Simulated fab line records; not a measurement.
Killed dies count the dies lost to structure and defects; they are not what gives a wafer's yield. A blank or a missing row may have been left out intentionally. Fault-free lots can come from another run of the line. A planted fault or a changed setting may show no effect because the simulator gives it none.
Matching of chambers	flow n5 finfet	4 sister chambers for N5_BEOL_M5_ALD_86 on ald metal-04
The step deposits TaN, pulse time 2 s, purge time 3 s, co reactant purge time 2 s. 16 wafers are shown with their chamber, then 8 later ones without.

## EACH WAFER AND ITS CHAMBER
wafer	chamber	heater power w (W)	mfc carrier sccm (sccm)
L384.2	2	486	1497
L384.4	0	423	1505
L384.5	3	487	1497
L383.2	2	493	1496
L383.3	3	485	1495
L383.6	3	492	1498
L386.3	2	491	1505
L386.5	0	416	1500
L386.6	3	493	1500
L391.3	2	506	1499
L391.5	2	489	1498
L391.6	1	453	1498
L394.1	0	427	1496
L394.3	2	492	1501
L394.6	2	495	1499
L400.1	3	488	1506

SIGNATURES (means of the wafers above)
reading	chamber 0	chamber 1	chamber 2	chamber 3	scatter within a chamber
heater power w	422.00	453.00	493.14	489.00	5.41
mfc carrier sccm	1500.33	1498.00	1499.29	1499.20	3.71
Rule: a wafer lies at a distance from a chamber equal to the root of the sum of squares, over the readings, of (its reading less the chamber's mean, divided by the reading's scatter). If the next closest chamber is less than 2 further off than the closest, the wafer can't be placed; otherwise it belongs to the closest. The scatter is the square root of a quotient: the sum, over the shown wafers, of each reading's squared deviation from its chamber's mean, divided by wafers minus chambers.

## WAFERS WITHOUT THEIR CHAMBER
wafer	heater power w (W)	mfc carrier sccm (sccm)
L400.2	420	1503
L400.4	495	1504
L404.2	418	1504
L404.3	447	1498
L404.6	424	1496
L402.1	419	1506
L402.3	488	1503
L402.5	495	1503

## CHAMBER TAKEN BY EACH
wafer	from the rows above	in truth
L400.2	0	0
L400.4	can't be placed: 2 or 3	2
L404.2	0	0
L404.3	1	1
L404.6	0	0
L402.1	0	0
L402.3	can't be placed: 3 or 2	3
L402.5	can't be placed: 2 or 3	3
Placed correctly: 5 of 8. Unplaceable from these rows: 3, with the true chamber sitting among the candidates in 3. Wrongly placed: 0.
